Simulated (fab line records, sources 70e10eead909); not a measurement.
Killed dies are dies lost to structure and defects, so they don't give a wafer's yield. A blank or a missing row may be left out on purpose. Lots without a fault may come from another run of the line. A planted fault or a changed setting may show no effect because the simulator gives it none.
Chamber matching | flow nand_harc | NHARC_A_CHANNEL_FILL_D2_CMP_10 on cmp-02: 4 sister chambers
The step polishes, target thk 150 nm. 8 wafers are shown with their chamber, then 12 later ones without.

WAFERS WITH THEIR CHAMBER
wafer  | chamber | motor_current_A (A) | time_to_endpoint_s (s)
L081.3 | 0       | 11.3                | 12.4
L080.4 | 0       | 11.4                | 13.9
L082.5 | 3       | 12.4                | 15.2
L087.1 | 1       | 12.4                | 18.0
L087.3 | 3       | 13.0                | 13.7
L091.1 | 1       | 12.6                | 12.5
L091.2 | 2       | 13.1                | 6.0
L091.6 | 2       | 13.5                | 8.8

WAFERS WITHOUT THEIR CHAMBER
wafer  | motor_current_A (A) | time_to_endpoint_s (s)
L091.3 | 11.5                | 9.1
L091.4 | 12.3                | 10.1
L091.5 | 12.3                | 9.6
L090.3 | 10.9                | 13.6
L090.4 | 13.8                | 12.2
L090.5 | 12.7                | 14.1
L092.2 | 14.3                | 13.4
L092.5 | 13.9                | 12.6
L092.6 | 12.3                | 13.2
L095.2 | 12.1                | 15.5
L095.3 | 13.2                | 16.0
L095.6 | 12.7                | 15.0

WHICH CHAMBER EACH WENT THROUGH
wafer  | from the rows above               | in truth
L091.3 | 0                                 | 0
L091.4 | can't be placed: 1 or 3 or 0 or 2 | 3
L091.5 | can't be placed: 1 or 3 or 2 or 0 | 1
L090.3 | 0                                 | 0
L090.4 | can't be placed: 2 or 3           | 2
L090.5 | can't be placed: 3 or 1           | 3
L092.2 | can't be placed: 2 or 3           | 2
L092.5 | can't be placed: 2 or 3           | 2
L092.6 | can't be placed: 1 or 3           | 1
L095.2 | can't be placed: 1 or 3 or 0      | 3
L095.3 | can't be placed: 3 or 1 or 2      | 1
L095.6 | can't be placed: 3 or 1           | 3
Placed correctly: 2 of 12. Can't be placed from these rows: 10 (the true chamber is among the candidates in 10). Placed wrongly: 0.
How it was worked out, from the rows above alone: a wafer's distance from a chamber is the root of the sum, over the readings, of the square of ((its reading less the chamber's mean) divided by the reading's scatter). The wafer belongs to the nearest chamber; if the next one is less than 2 further off, it can't be placed. A chamber's mean is the mean of its shown wafers. The scatter: the root of (the sum of the squares of (reading less its chamber's mean) over the shown wafers, divided by (wafers less chambers)).
